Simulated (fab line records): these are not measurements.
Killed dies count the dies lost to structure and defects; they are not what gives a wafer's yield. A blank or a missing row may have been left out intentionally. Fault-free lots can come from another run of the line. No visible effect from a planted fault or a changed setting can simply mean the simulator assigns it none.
fab line records | flow nandHarc | part 1 of 2: steps 1 to 24 of 36
record: lots: 5 | wafers: 15 | lastDay: 23
route steps=1159 shown P_GATE@131
lots untouched by any fault: they come from a run of this same line in which no faults occurred
startH: hours from the record's first day to the start of the lot's first wafer shown | waitH: hours elapsed since this lot's preceding step | " repeats the value in the row above | L1.1+2: one row covering several wafers at once | - value missing, or start not given | * or withheld: withheld | < > ~ a bound
route shown NAME@n: a module of which the file shows steps, and the number in the route of the first | usual: the fault-free wafers' mean and standard deviation | same: alike in all rows | chamber/n: place in a boat | sites: per-site readings | _std_site: how widely they spread, as a standard deviation | _edge_site: outer sites' mean less inner sites' | radiusMm: how far each site lies from the wafer's centre | mask NAME#n: copy n | behind: the tool/chamber that last shaped the wafer | hold: reason for holding the lot/hours on hold/outcome of the hold | device: names the non-switching transistor (n, p or np) | end of line: the same wafers' tests at the end of the route | for a step that has no rows: nothing shown but its recipe | killed: the dies lost at the first sort to structure and to defects; this is not the yield of the wafer | map: a wafer's dies, x killed, . not, _ none there
set.NAME: the setting as run; set.NAME@STEP: as run at that earlier step | model.NAME: the simulator's own value behind a step, which no gauge read
lots at some steps of the route; a table a step, a row a wafer
services: the hour from which a tool's chamber was out of use, counted from the record's first day as startH (under 0 if before that day), plus the number of hours and why
== steps ==
step: NHARC_P_GATE_HM_DEP_102
recipe: targetThkA: 1200 | tempC: 400 | material: aC
usual: throttleValvePct: 35.000/0.0093
lot.wafer | tool      | chamber | startH | waitH | throttleValvePct
L076.1    | aclDep-03 | 0       | 105.41 | 0.4   | 35.008
L076.4    | "         | 0       | "      | "     | 35.008
L076.5    | "         | 0       | "      | "     | 34.990
L080.2    | aclDep-02 | 0       | 119.97 | 1.0   | 34.991
L080.3    | "         | 0       | "      | "     | 34.984
L080.6    | "         | 0       | "      | "     | 34.997
L081.3    | aclDep-03 | 0       | 131.40 | 0.8   | 35.007
L081.5    | "         | 0       | "      | "     | 34.990
L081.6    | "         | 0       | "      | "     | 34.991
L091.1    | aclDep-01 | 0       | 185.94 | 2.9   | 35.009
L091.3    | "         | 0       | "      | "     | 34.990
L091.6    | "         | 0       | "      | "     | 35.000
L093.4    | aclDep-03 | 0       | 202.10 | 0.7   | 34.997
L093.5    | "         | 0       | "      | "     | 34.996
L093.6    | "         | 0       | "      | "     | 35.002
step: NHARC_P_GATE_DEP_103
recipe: targetThkA: 300 | targetThkNm: 30 | tempC: 400 | flowSccm: 200 | rfW: 350 | material: SiON
usual: heaterPowerOuterW: 425/44 | heaterPowerW: 734/70
lot.wafer | tool     | chamber | startH | waitH | heaterPowerOuterW | heaterPowerW
L076.1    | pecvd-02 | 1       | 106.11 | 0.6   | 466               | 813
L076.4    | "        | 0       | "      | "     | 398               | 639
L076.5    | "        | 2       | "      | "     | 444               | 787
L080.2    | pecvd-04 | 2       | 120.56 | 0.5   | 348               | 674
L080.3    | "        | 1       | "      | "     | 414               | 738
L080.6    | "        | 0       | "      | "     | 428               | 786
L081.3    | pecvd-02 | 0       | 131.85 | 0.3   | 448               | 666
L081.6    | "        | 0       | "      | "     | 435               | 673
L081.5    | "        | 2       | "      | "     | 371               | 659
L091.3    | pecvd-02 | 0       | 186.60 | 0.3   | 445               | 656
L091.1    | "        | 1       | "      | "     | 393               | 700
L091.6    | "        | 1       | "      | "     | 390               | 723
L093.6    | pecvd-02 | 1       | 202.52 | 0.1   | 437               | 765
L093.4    | "        | 2       | "      | "     | 421               | 749
L093.5    | "        | 0       | "      | "     | 458               | 688
step: NHARC_P_GATE_DEHYDRATE_18
recipe: tempC: 150 | timeS: 120
lot.wafer  | tool          | chamber | startH | waitH
L076.1+4+5 | lithoTrack-04 | 0       | 106.38 | 0.2
L080.2+3+6 | lithoTrack-01 | 0       | 120.84 | 0.2
L081.3+5+6 | lithoTrack-06 | 0       | 132.12 | 0.2
L091.1+3+6 | lithoTrack-04 | 0       | 186.88 | 0.2
L093.4+5+6 | lithoTrack-04 | 0       | 202.71 | 0.1
step: NHARC_P_GATE_HMDS_19
recipe: timeS: 30
lot.wafer  | tool          | chamber | startH | waitH
L076.1+4+5 | lithoTrack-04 | 0       | -      | -
L080.2+3+6 | lithoTrack-01 | 0       | -      | -
L081.3+5+6 | lithoTrack-06 | 0       | -      | -
L091.1+3+6 | lithoTrack-04 | 0       | -      | -
L093.4+5+6 | lithoTrack-04 | 0       | -      | -
step: NHARC_P_GATE_COAT_20
recipe: spinRpm: 1500 | resistThkNm: 90
usual: spinSpeedRpm: 1499.9/0.95
lot.wafer | tool          | chamber | startH | waitH | spinSpeedRpm
L076.1    | lithoTrack-04 | 0       | -      | -     | 1499.9
L076.4    | "             | 0       | "      | "     | 1500.2
L076.5    | "             | 0       | "      | "     | 1497.4
L080.2    | lithoTrack-01 | 0       | -      | -     | 1501.2
L080.3    | "             | 0       | "      | "     | 1500.3
L080.6    | "             | 0       | "      | "     | 1499.9
L081.3    | lithoTrack-06 | 0       | -      | -     | 1499.2
L081.5    | "             | 0       | "      | "     | 1498.5
L081.6    | "             | 0       | "      | "     | 1499.8
L091.1    | lithoTrack-04 | 0       | -      | -     | 1500.9
L091.3    | "             | 0       | "      | "     | 1500.2
L091.6    | "             | 0       | "      | "     | 1498.0
L093.4    | lithoTrack-04 | 0       | -      | -     | 1501.4
L093.5    | "             | 0       | "      | "     | 1500.1
L093.6    | "             | 0       | "      | "     | 1499.7
step: NHARC_P_GATE_SOFTBAKE_21
recipe: tempC: 105 | timeS: 55
lot.wafer  | tool          | chamber | startH | waitH
L076.1+4+5 | lithoTrack-04 | 0       | -      | -
L080.2+3+6 | lithoTrack-01 | 0       | -      | -
L081.3+5+6 | lithoTrack-06 | 0       | -      | -
L091.1+3+6 | lithoTrack-04 | 0       | -      | -
L093.4+5+6 | lithoTrack-04 | 0       | -      | -
step: NHARC_P_GATE_EBR_22
lot.wafer  | tool          | chamber | startH | waitH
L076.1+4+5 | lithoTrack-04 | 0       | -      | -
L080.2+3+6 | lithoTrack-01 | 0       | -      | -
L081.3+5+6 | lithoTrack-06 | 0       | -      | -
L091.1+3+6 | lithoTrack-04 | 0       | -      | -
L093.4+5+6 | lithoTrack-04 | 0       | -      | -
step: NHARC_P_GATE_EXPOSE_23
recipe: na: 1.35 | targetCdNm: 120 | doseMj: 93.91 | maskId: P_GATE
usual: exposureDoseMJCm2: 93.90/0.1
lot.wafer | tool           | chamber | startH | waitH | mask     | exposureDoseMJCm2
L076.1    | arfiScanner-03 | 0       | 106.77 | -     | P_GATE#0 | 93.94
L076.4    | "              | 0       | "      | "     | P_GATE#0 | 93.89
L076.5    | "              | 0       | "      | "     | P_GATE#0 | 93.90
L080.2    | arfiScanner-03 | 0       | 120.98 | -     | P_GATE#0 | 93.84
L080.3    | "              | 0       | "      | "     | P_GATE#0 | 93.82
L080.6    | "              | 0       | "      | "     | P_GATE#0 | 93.97
L081.3    | arfiScanner-03 | 0       | 132.39 | -     | P_GATE#0 | 93.81
L081.5    | "              | 0       | "      | "     | P_GATE#0 | 93.85
L081.6    | "              | 0       | "      | "     | P_GATE#0 | 93.87
L091.1    | arfiScanner-01 | 0       | 187.14 | -     | P_GATE#0 | 93.78
L091.3    | "              | 0       | "      | "     | P_GATE#0 | 93.66
L091.6    | "              | 0       | "      | "     | P_GATE#0 | 93.85
L093.4    | arfiScanner-01 | 0       | 202.99 | -     | P_GATE#0 | 93.71
L093.5    | "              | 0       | "      | "     | P_GATE#0 | 93.78
L093.6    | "              | 0       | "      | "     | P_GATE#0 | 93.70
step: NHARC_P_GATE_PEB_24
recipe: pebTempC: 100 | pebTimeS: 65
same: pebTimeS: 65
lot.wafer  | tool          | chamber | startH | waitH
L076.1+4+5 | lithoTrack-01 | 0       | 106.83 | 0.1
L080.2+3+6 | lithoTrack-04 | 0       | 121.04 | 0.1
L081.3+5+6 | lithoTrack-06 | 0       | 132.45 | 0.0
L091.1+3+6 | lithoTrack-04 | 0       | 187.20 | 0.1
L093.4+5+6 | lithoTrack-06 | 0       | 203.04 | 0.0
step: NHARC_P_GATE_DEVELOP_25
recipe: developTimeS: 35 | devTempC: 23
lot.wafer  | tool          | chamber | startH | waitH
L076.1+4+5 | lithoTrack-01 | 0       | -      | -
L080.2+3+6 | lithoTrack-04 | 0       | -      | -
L081.3+5+6 | lithoTrack-06 | 0       | -      | -
L091.1+3+6 | lithoTrack-04 | 0       | -      | -
L093.4+5+6 | lithoTrack-06 | 0       | -      | -
step: NHARC_P_GATE_CD_MEAS_26
recipe: targetCdNm: 120 | landingEnergyEv: 500
usual: cdNm: 119.5/0.69
lot.wafer | tool     | chamber | startH | waitH | cdNm
L076.1    | cdSem-01 | 0       | 106.91 | -     | 120.0
L076.4    | "        | 0       | "      | "     | 119.4
L076.5    | "        | 0       | "      | "     | 118.2
L080.2    | cdSem-03 | 0       | 121.12 | -     | 119.4
L080.3    | "        | 0       | "      | "     | 118.9
L080.6    | "        | 0       | "      | "     | 119.1
L081.3    | cdSem-03 | 0       | 132.53 | -     | 119.8
L081.5    | "        | 0       | "      | "     | 119.6
L081.6    | "        | 0       | "      | "     | 119.5
L091.1    | cdSem-03 | 0       | 187.28 | -     | 118.8
L091.3    | "        | 0       | "      | "     | 118.9
L091.6    | "        | 0       | "      | "     | 119.6
L093.4    | cdSem-01 | 0       | 203.13 | -     | 121.0
L093.5    | "        | 0       | "      | "     | 119.7
L093.6    | "        | 0       | "      | "     | 119.8
step: NHARC_P_GATE_OVL_MEAS_27
usual: overlayXNm: -0.1/0.89 | overlayYNm: 0.3/0.88
lot.wafer | tool       | chamber | startH | waitH | overlayXNm | overlayYNm
L076.1    | overlay-01 | -       | 106.99 | -     | 1.0        | -0.4
L076.4    | "          | -       | "      | "     | 0.5        | -0.6
L076.5    | "          | -       | "      | "     | 0.7        | -0.4
L080.2    | overlay-02 | -       | 121.21 | -     | 2.1        | -1.0
L080.3    | "          | -       | "      | "     | 2.2        | -1.4
L080.6    | "          | -       | "      | "     | 2.1        | -1.3
L081.3    | overlay-02 | -       | 132.61 | -     | -1.1       | 2.1
L081.5    | "          | -       | "      | "     | -0.9       | 1.9
L081.6    | "          | -       | "      | "     | -1.7       | 2.1
L091.1    | overlay-01 | -       | 187.37 | -     | -0.2       | 0.3
L091.3    | "          | -       | "      | "     | -1.0       | 0.6
L091.6    | "          | -       | "      | "     | -0.5       | 0.1
L093.4    | overlay-02 | -       | 203.22 | -     | -1.0       | -0.3
L093.5    | "          | -       | "      | "     | -1.1       | 0.1
L093.6    | "          | -       | "      | "     | -1.3       | -0.4
step: NHARC_P_GATE_INSPECT_28
usual: rawDefectCount: 7/3.6
lot.wafer | tool             | chamber | startH | waitH | rawDefectCount
L076.1    | defectInspect-02 | -       | 107.03 | 0.0   | 4
L076.4    | "                | -       | "      | "     | 4
L076.5    | "                | -       | "      | "     | 5
L080.2    | defectInspect-01 | -       | 121.24 | 0.0   | 9
L080.3    | "                | -       | "      | "     | 11
L080.6    | "                | -       | "      | "     | 13
L081.3    | defectInspect-02 | -       | 132.65 | 0.0   | 6
L081.5    | "                | -       | "      | "     | 7
L081.6    | "                | -       | "      | "     | 6
L091.1    | defectInspect-02 | -       | 187.41 | 0.0   | 9
L091.3    | "                | -       | "      | "     | 5
L091.6    | "                | -       | "      | "     | 6
L093.4    | defectInspect-02 | -       | 203.26 | 0.0   | 8
L093.5    | "                | -       | "      | "     | 7
L093.6    | "                | -       | "      | "     | 6
step: NHARC_P_GATE_DESCUM_31
recipe: timeS: 3 | o2FlowSccm: 200 | arFlowSccm: 0 | biasPowerW: 0 | chemistry: O2
usual: drypumpMotorCurrentA: 5.6/0.52 | o2FlowSccm: 200.0/0.65 | oesProductAu: 1.007/0.018 | rfVppV: 57.7/0.86 | showerheadPlenumPTorr: 1.90/0.077 | throttleValvePct: 11.310/0.0096
lot.wafer | tool       | chamber | startH | waitH | drypumpMotorCurrentA | o2FlowSccm | oesProductAu | rfHoursCounterH | rfVppV | showerheadPlenumPTorr | throttleValvePct
L076.4    | rieDiel-10 | 1       | 107.11 | 0.1   | 6.7                  | 200.0      | 1.042        | 23              | 56.9   | 1.88                  | 11.290
L076.1    | "          | 2       | "      | "     | 5.3                  | 200.0      | 1.019        | 23              | 58.5   | 1.79                  | 11.326
L076.5    | "          | 0       | "      | "     | 5.3                  | 201.2      | 1.003        | -               | 59.4   | 1.98                  | 11.329
L080.2    | rieDiel-10 | 1       | 121.31 | 0.1   | 6.7                  | 199.1      | 1.050        | 24              | 58.9   | 1.88                  | 11.310
L080.3    | "          | 2       | "      | "     | 5.3                  | 200.5      | 1.029        | 24              | 56.9   | 1.79                  | 11.303
L080.6    | "          | 2       | "      | "     | 5.3                  | 201.8      | 1.035        | -               | 57.4   | 1.79                  | 11.307
L081.3    | rieDiel-10 | 2       | 132.71 | 0.1   | 5.3                  | 199.2      | 1.026        | 27              | 57.0   | 1.79                  | 11.300
L081.5    | "          | 2       | "      | "     | 5.3                  | 199.9      | 1.031        | -               | 57.3   | 1.79                  | 11.325
L081.6    | "          | 3       | "      | "     | 5.5                  | 200.9      | 0.992        | -               | 57.0   | 1.82                  | 11.294
L091.1    | rieDiel-12 | 3       | 187.47 | 0.1   | 5.3                  | 199.6      | 0.997        | 55              | 57.8   | 1.96                  | 11.302
L091.3    | "          | 0       | "      | "     | 5.6                  | 198.9      | 0.983        | 53              | 57.1   | 1.97                  | 11.299
L091.6    | "          | 3       | "      | "     | 5.3                  | 199.5      | 0.988        | -               | 57.6   | 1.96                  | 11.303
L093.4    | rieDiel-03 | 1       | 203.36 | 0.1   | 4.9                  | 200.6      | 0.986        | 53              | 57.8   | 1.96                  | 11.304
L093.5    | "          | 0       | "      | "     | 5.1                  | 200.9      | 1.001        | -               | 55.9   | 1.91                  | 11.308
L093.6    | "          | 1       | "      | "     | 4.9                  | 200.5      | 0.991        | -               | 58.0   | 1.96                  | 11.307
step: NHARC_P_GATE_ETCH_104
recipe: targetDepthA: 600 | timeS: withheld | cf4FlowSccm: 100 | chf3FlowSccm: 30 | arFlowSccm: 0 | rfW: 500 | biasW: 200 | chemistry: CF4/CHF3
usual: drypumpMotorCurrentA: 5.6/0.56 | oesProductAu: 0.953/0.023 | rfVppV: 370.4/2.1 | showerheadPlenumPTorr: 1.57/0.058 | throttleValvePct: 16.803/0.0098
lot.wafer | tool       | chamber | startH | waitH | drypumpMotorCurrentA | oesProductAu | rfVppV | showerheadPlenumPTorr | throttleValvePct
L076.4    | rieDiel-10 | 0       | 107.22 | 0.1   | 5.3                  | 0.938        | 372.5  | 1.63                  | 16.804
L076.1    | "          | 2       | "      | "     | 5.3                  | 0.954        | 366.4  | 1.48                  | 16.808
L076.5    | "          | 3       | "      | "     | 5.5                  | 0.930        | 369.6  | 1.50                  | 16.806
L080.2    | rieDiel-10 | 1       | 121.39 | 0.1   | 6.7                  | 1.002        | 371.4  | 1.55                  | 16.812
L080.3    | "          | 2       | "      | "     | 5.3                  | 0.985        | 367.9  | 1.48                  | 16.796
L080.6    | "          | 0       | "      | "     | 5.3                  | 0.982        | 371.9  | 1.63                  | 16.814
L081.3    | rieDiel-10 | 3       | 132.84 | 0.1   | 5.5                  | 0.947        | 369.3  | 1.50                  | 16.811
L081.5    | "          | 2       | "      | "     | 5.3                  | 0.970        | 368.1  | 1.48                  | 16.807
L081.6    | "          | 3       | "      | "     | 5.5                  | 0.939        | 369.2  | 1.50                  | 16.806
L091.3    | rieDiel-12 | 0       | 187.56 | 0.1   | 5.6                  | 0.940        | 370.9  | 1.62                  | 16.800
L091.1    | "          | 1       | "      | "     | 5.9                  | 0.964        | 368.3  | 1.53                  | 16.805
L091.6    | "          | 0       | "      | "     | 5.6                  | 0.938        | 371.0  | 1.62                  | 16.784
L093.4    | rieDiel-03 | 2       | 203.44 | 0.1   | 5.2                  | 0.986        | 372.0  | 1.63                  | 16.817
L093.5    | "          | 1       | "      | "     | 4.9                  | 0.952        | 371.4  | 1.61                  | 16.811
L093.6    | "          | 2       | "      | "     | 5.2                  | 0.981        | 371.8  | 1.63                  | 16.802
step: NHARC_P_GATE_HM_OPEN_105
recipe: targetDepthA: 3600 | o2FlowSccm: 400 | cosFlowSccm: 20 | arFlowSccm: 0 | rfW: 500 | biasW: 300 | chemistry: O2/COS
usual: drypumpMotorCurrentA: 5.6/0.56 | o2FlowSccm: 400.1/1.3 | oesProductAu: 1.008/0.018 | rfVppV: 466.7/2.6 | showerheadPlenumPTorr: 3.10/0.12 | throttleValvePct: 28.330/0.0081
lot.wafer | tool       | chamber | startH | waitH | drypumpMotorCurrentA | o2FlowSccm | oesProductAu | rfHoursCounterH | rfVppV | showerheadPlenumPTorr | throttleValvePct
L076.1    | rieDiel-10 | 1       | -      | -     | 6.8                  | 400.2      | 1.030        | 23              | 465.7  | 3.08                  | 28.331
L076.4    | "          | 2       | "      | "     | 5.3                  | 399.7      | 1.023        | 23              | 461.8  | 2.93                  | 28.333
L076.5    | "          | 2       | "      | "     | 5.3                  | 397.9      | 1.022        | -               | 463.3  | 2.93                  | 28.318
L080.3    | rieDiel-10 | 3       | -      | -     | 5.5                  | 399.1      | 1.002        | 23              | 464.2  | 2.98                  | 28.341
L080.2    | "          | 0       | "      | "     | 5.3                  | 399.1      | 1.004        | 22              | 469.2  | 3.23                  | 28.328
L080.6    | "          | 2       | "      | "     | 5.3                  | 399.1      | 1.023        | -               | 464.2  | 2.93                  | 28.340
L081.3    | rieDiel-10 | 1       | -      | -     | 6.7                  | 398.9      | 1.042        | 27              | 465.9  | 3.07                  | 28.336
L081.6    | "          | 1       | "      | "     | 6.7                  | 399.7      | 1.036        | -               | 466.4  | 3.07                  | 28.326
L081.5    | "          | 2       | "      | "     | 5.3                  | 398.3      | 1.034        | -               | 462.2  | 2.93                  | 28.334
L091.3    | rieDiel-12 | 2       | -      | -     | 6.1                  | 398.6      | 0.970        | 55              | 470.0  | 3.29                  | 28.326
L091.1    | "          | 0       | "      | "     | 5.6                  | 400.2      | 0.983        | 53              | 470.3  | 3.21                  | 28.325
L091.6    | "          | 2       | "      | "     | 6.1                  | 399.7      | 0.979        | -               | 470.1  | 3.29                  | 28.340
L093.4    | rieDiel-03 | 3       | -      | -     | 6.0                  | 401.4      | 1.030        | 46              | 465.6  | 3.11                  | 28.334
L093.6    | "          | 3       | "      | "     | 6.0                  | 398.7      | 1.024        | -               | 467.2  | 3.11                  | 28.342
L093.5    | "          | 0       | "      | "     | 5.1                  | 400.0      | 1.008        | -               | 468.0  | 3.12                  | 28.322
step: NHARC_P_GATE_STRIP_106
recipe: o2FlowSccm: 400 | cosFlowSccm: 20 | arFlowSccm: 0 | biasW: 0 | chemistry: O2/COS
lot.wafer  | tool       | chamber | startH | waitH
L076.1+4+5 | rieDiel-10 | 1,2,1   | -      | -
L080.3+2+6 | rieDiel-10 | 2,3,1   | -      | -
L081.3+6+5 | rieDiel-10 | 2,1,2   | -      | -
L091.1+3+6 | rieDiel-12 | 2,1,3   | -      | -
L093.4+5+6 | rieDiel-03 | 3,1,2   | -      | -
step: NHARC_P_GATE_ETCH_114
recipe: targetDepthA: 300 | overetchA: 30 | timeS: 16.5 | ionEnergyEv: 100 | cf4FlowSccm: 80 | o2FlowSccm: 20 | arFlowSccm: 0 | rfW: 300 | biasW: 100 | chemistry: CF4/O2
usual: drypumpMotorCurrentA: 5.6/0.56 | o2FlowSccm: 20.00/0.063 | oesProductAu: 1.008/0.019 | rfVppV: 197.6/1.3 | showerheadPlenumPTorr: 1.33/0.052 | throttleValvePct: 13.397/0.0092
lot.wafer | tool       | chamber | startH | waitH | drypumpMotorCurrentA | o2FlowSccm | oesProductAu | rfHoursCounterH | rfVppV | showerheadPlenumPTorr | throttleValvePct
L076.1    | rieDiel-10 | 2       | -      | -     | 5.3                  | 19.94      | 1.009        | 23              | 196.5  | 1.25                  | 13.393
L076.4    | "          | 3       | "      | "     | 5.5                  | 19.95      | 0.997        | 22              | 195.5  | 1.27                  | 13.392
L076.5    | "          | 1       | "      | "     | 6.7                  | 20.09      | 1.042        | -               | 197.4  | 1.31                  | 13.394
L080.2    | rieDiel-10 | 3       | -      | -     | 5.5                  | 20.10      | 0.994        | 23              | 196.6  | 1.27                  | 13.383
L080.3    | "          | 2       | "      | "     | 5.3                  | 20.04      | 1.020        | 24              | 196.2  | 1.25                  | 13.403
L080.6    | "          | 0       | "      | "     | 5.3                  | 20.10      | 0.996        | -               | 197.5  | 1.38                  | 13.392
L081.3    | rieDiel-10 | 3       | -      | -     | 5.5                  | 20.09      | 1.013        | 26              | 197.0  | 1.27                  | 13.389
L081.5    | "          | 0       | "      | "     | 5.3                  | 19.99      | 0.994        | -               | 198.2  | 1.38                  | 13.415
L081.6    | "          | 1       | "      | "     | 6.7                  | 19.98      | 1.038        | -               | 198.3  | 1.31                  | 13.400
L091.1    | rieDiel-12 | 2       | -      | -     | 6.1                  | 20.02      | 0.975        | 56              | 199.4  | 1.41                  | 13.397
L091.3    | "          | 1       | "      | "     | 5.9                  | 19.95      | 0.987        | 54              | 196.4  | 1.29                  | 13.399
L091.6    | "          | 2       | "      | "     | 6.1                  | 19.98      | 0.968        | -               | 199.9  | 1.41                  | 13.401
L093.4    | rieDiel-03 | 2       | -      | -     | 5.2                  | 19.95      | 1.008        | 57              | 198.5  | 1.38                  | 13.395
L093.6    | "          | 0       | "      | "     | 5.1                  | 19.98      | 1.015        | -               | 197.9  | 1.33                  | 13.422
L093.5    | "          | 1       | "      | "     | 4.9                  | 19.89      | 0.980        | -               | 198.2  | 1.37                  | 13.398
step: NHARC_P_GATE_ETCH_32
recipe: targetDepthA: 1500 | overEtchFrac: 1 | overEtchIonEnergyEv: 40 | timeS: 100.1 | hbrFlowSccm: 150 | cl2FlowSccm: 50 | rfW: 400 | icpW: 400 | biasW: 100 | chemistry: HBr/Cl2
usual: drypumpMotorCurrentA: 5.7/0.49 | oesProductAu: 0.998/0.012 | throttleValvePct: 26.406/0.0091
lot.wafer | tool     | chamber | startH | waitH | drypumpMotorCurrentA | oesProductAu | rfHoursCounterH | throttleValvePct
L076.1    | rieSi-02 | 2       | 107.91 | -     | 5.2                  | 1.019        | 0.7             | 26.402
L076.4    | "        | 0       | "      | "     | 4.9                  | 0.986        | 0.6             | 26.416
L076.5    | "        | 1       | "      | "     | 5.2                  | 0.994        | -               | 26.423
L080.2    | rieSi-02 | 2       | 121.80 | -     | 5.2                  | 1.022        | 0.8             | 26.404
L080.3    | "        | 3       | "      | "     | 5.1                  | 0.985        | 0.8             | 26.397
L080.6    | "        | 0       | "      | "     | 4.9                  | 0.979        | -               | 26.401
L081.3    | rieSi-03 | 1       | 133.45 | -     | 6.0                  | 1.012        | 1.3             | 26.408
L081.5    | "        | 2       | "      | "     | 5.8                  | 0.979        | -               | 26.425
L081.6    | "        | 3       | "      | "     | 6.3                  | 0.987        | -               | 26.408
L091.3    | rieSi-03 | 0       | 187.95 | -     | 6.2                  | 1.002        | 0.2             | 26.407
L091.1    | "        | 2       | "      | "     | 5.8                  | 0.991        | 0.3             | 26.408
L091.6    | "        | 3       | "      | "     | 6.3                  | 1.007        | -               | 26.410
L093.4    | rieSi-02 | 2       | 203.86 | -     | 5.3                  | 1.017        | 1.7             | 26.404
L093.6    | "        | 3       | "      | "     | 5.1                  | 0.992        | -               | 26.407
L093.5    | "        | 0       | "      | "     | 4.9                  | 0.983        | -               | 26.396
step: NHARC_P_GATE_STRIP_108
recipe: o2FlowSccm: 500 | arFlowSccm: 0 | biasW: 0 | chemistry: O2
usual: drypumpMotorCurrentA: 5.6/0.52 | o2FlowSccm: 500.0/1.5 | oesProductAu: 1.003/0.018 | rfVppV: 57.8/0.92 | showerheadPlenumPTorr: 3.54/0.12 | throttleValvePct: 17.036/0.01
lot.wafer | tool       | chamber | startH | waitH | drypumpMotorCurrentA | o2FlowSccm | oesProductAu | rfHoursCounterH | rfVppV | showerheadPlenumPTorr | throttleValvePct
L076.1    | rieDiel-10 | 0       | 108.06 | -     | 5.3                  | 498.7      | 1.006        | 21              | 58.3   | 3.65                  | 17.028
L076.4    | "          | 3       | "      | "     | 5.5                  | 500.2      | 0.995        | 22              | 57.8   | 3.37                  | 17.023
L076.5    | "          | 0       | "      | "     | 5.3                  | 500.5      | 1.007        | -               | 58.8   | 3.65                  | 17.039
L080.3    | rieDiel-10 | 2       | 121.93 | -     | 5.3                  | 500.0      | 1.015        | 24              | 57.6   | 3.31                  | 17.032
L080.2    | "          | 1       | "      | "     | 6.7                  | 499.9      | 1.043        | 24              | 56.8   | 3.48                  | 17.031
L080.6    | "          | 3       | "      | "     | 5.5                  | 500.1      | 0.988        | -               | 59.5   | 3.37                  | 17.023
L081.3    | rieDiel-03 | 1       | 133.58 | -     | 4.9                  | 498.6      | 1.002        | 28              | 58.1   | 3.62                  | 17.045
L081.6    | "          | 0       | "      | "     | 5.1                  | 498.3      | 1.024        | -               | 59.2   | 3.53                  | 17.028
L081.5    | "          | 1       | "      | "     | 4.9                  | 500.6      | 0.998        | -               | 57.4   | 3.62                  | 17.047
L091.1    | rieDiel-12 | 0       | 188.15 | -     | 5.6                  | 500.1      | 0.978        | 53              | 58.0   | 3.63                  | 17.015
L091.3    | "          | 1       | "      | "     | 5.9                  | 501.7      | 0.988        | 54              | 58.1   | 3.42                  | 17.021
L091.6    | "          | 2       | "      | "     | 6.1                  | 504.2      | 0.967        | -               | 58.0   | 3.72                  | 17.031
L093.4    | rieDiel-03 | 1       | 204.02 | -     | 4.9                  | 499.9      | 0.993        | 53              | 57.3   | 3.61                  | 17.035
L093.5    | "          | 2       | "      | "     | 5.2                  | 500.1      | 1.016        | -               | 58.8   | 3.65                  | 17.029
L093.6    | "          | 3       | "      | "     | 6.1                  | 500.2      | 1.041        | -               | 56.9   | 3.51                  | 17.041
step: NHARC_P_GATE_CD_MEAS_33
usual: cdNm: 120/3.8
lot.wafer | tool     | chamber | startH | waitH | cdNm
L076.1    | cdSem-02 | -       | 108.23 | -     | 122
L076.4    | "        | -       | "      | "     | 119
L076.5    | "        | -       | "      | "     | 115
L080.2    | cdSem-03 | -       | 122.10 | -     | 126
L080.3    | "        | -       | "      | "     | 122
L080.6    | "        | -       | "      | "     | 118
L081.3    | cdSem-03 | -       | 133.74 | -     | 127
L081.5    | "        | -       | "      | "     | 118
L081.6    | "        | -       | "      | "     | 124
L091.1    | cdSem-01 | -       | 188.29 | -     | 123
L091.3    | "        | -       | "      | "     | 122
L091.6    | "        | -       | "      | "     | 121
L093.4    | cdSem-01 | -       | 204.16 | -     | 122
L093.5    | "        | -       | "      | "     | 121
L093.6    | "        | -       | "      | "     | 117
step: NHARC_P_GATE_STRIP_35
recipe: timeS: 600 | tempC: 130 | chemistry: SPM
lot.wafer  | tool        | chamber | startH | waitH
L076.4+1+5 | wetBench-04 | 1,2,3   | 108.33 | 0.1
L080.6+2+3 | wetBench-06 | 4,5,7   | 122.19 | 0.1
L081.6+3+5 | wetBench-06 | 2,3,4   | 133.82 | 0.1
L091.6+3+1 | wetBench-09 | 6,7,3   | 188.38 | 0.1
L093.4+6+5 | wetBench-04 | 6,7,1   | 204.25 | 0.1
step: NHARC_P_GATE_PRECLEAN_73
recipe: timeS: * | tempC: 50 | bathAgeMin: 0 | chemistry: SC1
lot.wafer  | tool        | chamber | startH | waitH
L076.4+1+5 | wetBench-04 | 1,2,3   | -      | -
L080.6+2+3 | wetBench-06 | 4,5,7   | -      | -
L081.6+3+5 | wetBench-06 | 2,3,4   | -      | -
L091.6+3+1 | wetBench-09 | 6,7,3   | -      | -
L093.4+6+5 | wetBench-04 | 6,7,1   | -      | -
step: NHARC_P_GATE_SRD_74
lot.wafer  | tool        | chamber | startH | waitH
L076.4+1+5 | wetBench-04 | 1,2,3   | -      | -
L080.6+2+3 | wetBench-06 | 4,5,7   | -      | -
L081.6+3+5 | wetBench-06 | 2,3,4   | -      | -
L091.6+3+1 | wetBench-09 | 6,7,3   | -      | -
L093.4+6+5 | wetBench-04 | 6,7,1   | -      | -
